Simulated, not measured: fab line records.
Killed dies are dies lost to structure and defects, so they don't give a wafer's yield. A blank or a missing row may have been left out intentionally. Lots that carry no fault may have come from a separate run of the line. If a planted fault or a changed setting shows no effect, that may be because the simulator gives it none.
A single fault, viewed from 3 desks | flow n5Finfet | numbers are kept per desk, each desk with only its own; the story behind them comes last

## DESK OF THE TOOL OWNER: rieDiel-01
The tool's own readings at N5_DUMMY_GATE_ETCH_31 (etches SiO2 in C4F6/O2, target depth 82.5 nm, time 27.5 s): means of the sampled wafers that have a number, for each lot that ran on this tool. If a lot's mean is further than 4 standard deviations from the usual mean, the lot is out of limits and carries the mark OUT (the distance appears in the brackets). 7 of its 8 readings are shown: the first one out of limits and those lying furthest out on some lot.
Columns: A = oes_f_703_au at N5_DUMMY_GATE_ETCH_31, usual 0.76 a.u.; B = oes_o_777_au at N5_DUMMY_GATE_ETCH_31, usual 0.76 a.u.; C = oesProductAu at N5_DUMMY_GATE_ETCH_31, usual 0.76 a.u.; D = rfFwdPowerW at N5_DUMMY_GATE_ETCH_31, usual 341.6 W; E = rfVppV at N5_DUMMY_GATE_ETCH_31, usual 670 V; F = showerheadPlenumPTorr at N5_DUMMY_GATE_ETCH_31, usual 2.87 Torr; G = throttleValvePct at N5_DUMMY_GATE_ETCH_31, usual 21.29 %
lot  | first seen here | A    | B    | C    | D               | E              | F    | G
L234 | day 5 02:09     | 0.77 | 0.76 | 0.77 | 341.2           | 662            | 2.89 | 21.21
L241 | day 6 15:12     | 1.01 | 0.96 | 0.81 | 425.7 (+70) OUT | 583 (-7.9) OUT | 2.97 | 21.43
L242 | day 7 01:58     | 0.79 | 0.77 | 0.74 | 369.4 (+23) OUT | 645            | 2.84 | 21.29
This desk's finding: out of limits on L241, L242; first on L241, day 6 15:12 (rfFwdPowerW at N5_DUMMY_GATE_ETCH_31). In limits: L234.

## THE DEFECT DESK
Lot by lot, what the route's inspections counted, given as the mean of those sampled wafers with a number. If a lot's mean is further than 4 standard deviations from the usual mean, the lot is out of limits and carries the mark OUT (the distance appears in the brackets).
Columns: A = rawDefectCount at N5_DUMMY_GATE_INSPECT_17, usual 200
lot  | first seen here | A
L232 | day 4 10:40     | 160
L234 | day 5 01:24     | 201
L240 | day 6 13:17     | 204
L241 | day 6 14:41     | 183
L242 | day 7 01:31     | 155
L248 | day 8 08:34     | 154
Finding of this desk: none of the 6 lots has anything out of limits.

## AT THE METROLOGY DESK
What the gauges read for every lot (on any tool): the sampled wafers with a number, averaged. If a lot's mean is further than 4 standard deviations from the usual mean, the lot is out of limits and carries the mark OUT (the distance appears in the brackets).
Columns: A = cdNm at N5_DUMMY_GATE_CD_MEAS_15, usual 25.06 nm; B = GATE_OVL at N5_DUMMY_GATE_OVL_MEAS_16, usual -0.6 nm; C = cdNm at N5_DUMMY_GATE_CD_MEAS_50, usual 14.1 nm
lot  | first seen here | A     | B    | C
L232 | day 4 10:34     | 24.84 | 0.1  | 13.7
L234 | day 5 01:18     | 24.99 | -1.2 | 14.1
L240 | day 6 13:11     | 25.08 | -0.5 | 14.2
L241 | day 6 14:36     | 24.69 | -0.3 | 13.3
L242 | day 7 01:25     | 25.30 | -0.5 | 14.3
L248 | day 8 08:28     | 25.11 | -1.5 | 14.3
Finding of this desk: none of the 6 lots has anything out of limits.

## TAKEN TOGETHER
The tool owner's desk could have raised an alarm at day 6 15:12, on L241, L242.
No out-of-limits result turned up at the defect desk.
The metrology desk saw nothing out of limits.
The defect desk has L241, L242 on record, within its limits.
The metrology desk holds a record of L241, L242, inside its limits.
N5_DUMMY_GATE_ETCH_31 was run on rieDiel-01 by each of the lots named.

## WHAT THE SIMULATOR HAD PUT IN
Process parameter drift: rieDiel-01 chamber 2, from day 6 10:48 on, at N5_DUMMY_GATE_ETCH_31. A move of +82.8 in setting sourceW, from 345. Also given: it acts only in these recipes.
Lots struck among those shown: L241, L242.
Hours from the fault's start to each desk's first reading out of limits: the tool owner's desk, 4.
